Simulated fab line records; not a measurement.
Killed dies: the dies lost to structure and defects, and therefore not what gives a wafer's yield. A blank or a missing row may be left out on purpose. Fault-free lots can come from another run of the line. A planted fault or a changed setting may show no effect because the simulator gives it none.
Chamber matching ; flow n5-finfet ; ald-sin-04 running N5_BEOL_M4_ALD_98: 4 sister chambers
The step deposits SiO2, target thk 2.5 nm, pulse time 1 s, co reactant pulse time 1 s. 8 wafers are shown with their chamber, then 11 later ones without.

== WAFERS, EACH WITH ITS CHAMBER ==
wafer;chamber;heater-power-w (W);precursor-pulse-height-rel
L087.1;1;73;0.978
L087.2;0;73;1.017
L087.5;3;83;1.009
L087.6;2;95;1.024
L089.1;2;97;1.000
L089.2;0;73;0.978
L089.3;1;71;0.969
L089.4;3;82;1.003

== WAFERS WITHOUT THEIR CHAMBER ==
wafer;heater-power-w (W);precursor-pulse-height-rel
L089.5;97;1.000
L089.6;70;0.985
L088.1;94;1.018
L088.2;84;1.022
L088.3;76;0.997
L090.2;76;1.043
L090.3;73;0.977
L090.6;76;1.019
L095.1;98;1.001
L095.3;75;0.959
L095.4;83;1.009

== WHICH CHAMBER EACH ONE RAN IN ==
wafer;from the rows above;in truth
L089.5;2;2
L089.6;can't be placed: 1 or 0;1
L088.1;2;2
L088.2;3;3
L088.3;can't be placed: 0 or 1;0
L090.2;can't be placed: 0 or 1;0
L090.3;can't be placed: 1 or 0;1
L090.6;can't be placed: 0 or 1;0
L095.1;2;2
L095.3;can't be placed: 1 or 0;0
L095.4;3;3
Placed correctly: 5 of 11. These rows do not allow placing 6 (true chamber among the candidates in 6). Placed wrongly: 0.
How it was worked out, from the rows above alone: a wafer's distance from a chamber is the root of the sum, over the readings, of the square of ((its reading less the chamber's mean) divided by the reading's scatter). The wafer belongs to the nearest chamber; if the next one is less than 2 further off, it can't be placed. For every chamber, the mean is computed from those of its wafers that are shown. How the scatter is found: for the shown wafers, subtract from each reading the mean of its chamber, square and add these, divide the total by (wafers less chambers), then take the root.
